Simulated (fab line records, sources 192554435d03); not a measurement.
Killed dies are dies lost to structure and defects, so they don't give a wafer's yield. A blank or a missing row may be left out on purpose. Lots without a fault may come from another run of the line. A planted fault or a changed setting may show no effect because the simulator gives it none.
Split-lot experiment | flow n5_finfet | 7 lots, 21 wafers read, on a route of 1938 steps

THE SPLIT
At N5_GATE_CUT_ETCH_37 (etches SOC in N2/H2, target depth 60 nm, overetch 12 nm, time 90 s), the setting bias_w was moved away from the recipe's 150 W on 7 of the 21 wafers read, by -16.8% to +17.1%. The other wafers ran this setting at the recipe's value.

The reading is taken at the split's own step.

THE READING
rf_vpp_V, in V, at N5_GATE_CUT_ETCH_37 (etches SOC in N2/H2, target depth 60 nm, overetch 12 nm, time 90 s). Fault-free wafers of this fab line usually give 522.8 V, standard deviation 2.4 V.

wafer  | tool, chamber at the split | bias_w as run, W | against the recipe | rf_vpp_V, V | against lot-mates on the recipe
L076.2 | rie_diel-03, 3             | 150              | recipe             | 522.2       | -
L076.4 | rie_diel-03, 2             | 150              | recipe             | 520.3       | -
L076.6 | rie_diel-03, 1             | 124.8            | -16.8%             | 468.3       | -52.9
L078.1 | rie_diel-02, 0             | 150              | recipe             | 523.6       | -
L078.3 | rie_diel-02, 2             | 131.4            | -12.4%             | 480.7       | -42.9
L078.6 | rie_diel-02, 0             | 131.4            | -12.4%             | 480.2       | -43.4
L079.2 | rie_diel-03, 0             | 175.7            | +17.1%             | 575.8       | no lot-mate on the recipe
L079.5 | rie_diel-03, 2             | 175.7            | +17.1%             | 575.9       | no lot-mate on the recipe
L079.6 | rie_diel-03, 3             | 175.7            | +17.1%             | 577.9       | no lot-mate on the recipe
L083.3 | rie_diel-02, 0             | 150              | recipe             | 523.1       | -
L083.5 | rie_diel-02, 2             | 150              | recipe             | 524.2       | -
L083.6 | rie_diel-02, 0             | 150              | recipe             | 525.1       | -
L086.1 | rie_diel-03, 3             | 150              | recipe             | 519.5       | -
L086.5 | rie_diel-03, 3             | 150              | recipe             | 521.5       | -
L086.6 | rie_diel-03, 0             | 161              | +7.3%              | 545.2       | +24.7
L094.2 | rie_diel-03, 2             | 150              | recipe             | 520.0       | -
L094.3 | rie_diel-03, 3             | 150              | recipe             | 521.5       | -
L094.6 | rie_diel-03, 1             | 150              | recipe             | 526.7       | -
L096.2 | rie_diel-03, 1             | 150              | recipe             | 525.8       | -
L096.5 | rie_diel-03, 3             | 150              | recipe             | 522.1       | -
L096.6 | rie_diel-03, 0             | 150              | recipe             | 521.1       | -

THE FIT
A straight line over all 21 wafers: rf_vpp_V changes by +3.22 V for each +1% of bias_w; r = +1.00; the points scatter about the line by 2 V.
The same after taking each lot's own level away (the mean of its wafers on the recipe; 18 wafers): +3.32 V for each +1%; r = +1.00; scatter 1.9 V.
On that fit, the largest move of bias_w shifts the reading by 57 V.
The lots' own levels span 520.50 to 524.13 V, that is 1.5 times the standard deviation above.
So the lot-to-lot level changes the slope little: the two slopes agree.
Check: with one of the wafers moved furthest among these (-16.8%) left out of the fit, the line predicts -58.2 V for it against its lot-mates. It came out at -52.9 V against them.
Tool readings at the split's step, against how far the setting was moved: rf_vpp_V r = +1.00.

OTHER SPLITS ON THESE WAFERS
These wafers also went through other splits before the reading. Each is held against what the fit with the lots' levels taken away leaves over:
other split on the same wafers | wafers away from the commonest value | r with rf_vpp_V (lot level and that fit taken away)
N5_ILD0_CMP_03 down_force_psi  | 8                                    | -0.17
N5_ILD0_CMP_12 down_force_psi  | 9                                    | +0.12
N5_GATE_CUT_DESCUM_18 time_s   | 4                                    | -0.15

THE WHOLE CHAIN: every reading that the file lists as answering this split, in the file's order
step                | what it does                                                       | reading                                                                           | change (the file's fit)                | r (the file's)
N5_GATE_CUT_ETCH_37 | etches SOC in N2/H2, target depth 60 nm, overetch 12 nm, time 90 s | rf_vpp_V                                                                          | +3.28 V for each +1% of the setting    | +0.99
N5_GATE_CUT_ETCH_37 | etches SOC in N2/H2, target depth 60 nm, overetch 12 nm, time 90 s | SiARC_of_GATE_CUT_COAT_35.thk_nm (the simulator's own value, which no gauge read) | -0.0486 nm for each +1% of the setting | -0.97

THE FILE'S OWN FIT
rf_vpp_V changes by +3.28 V for each +1% of bias_w, r = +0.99.
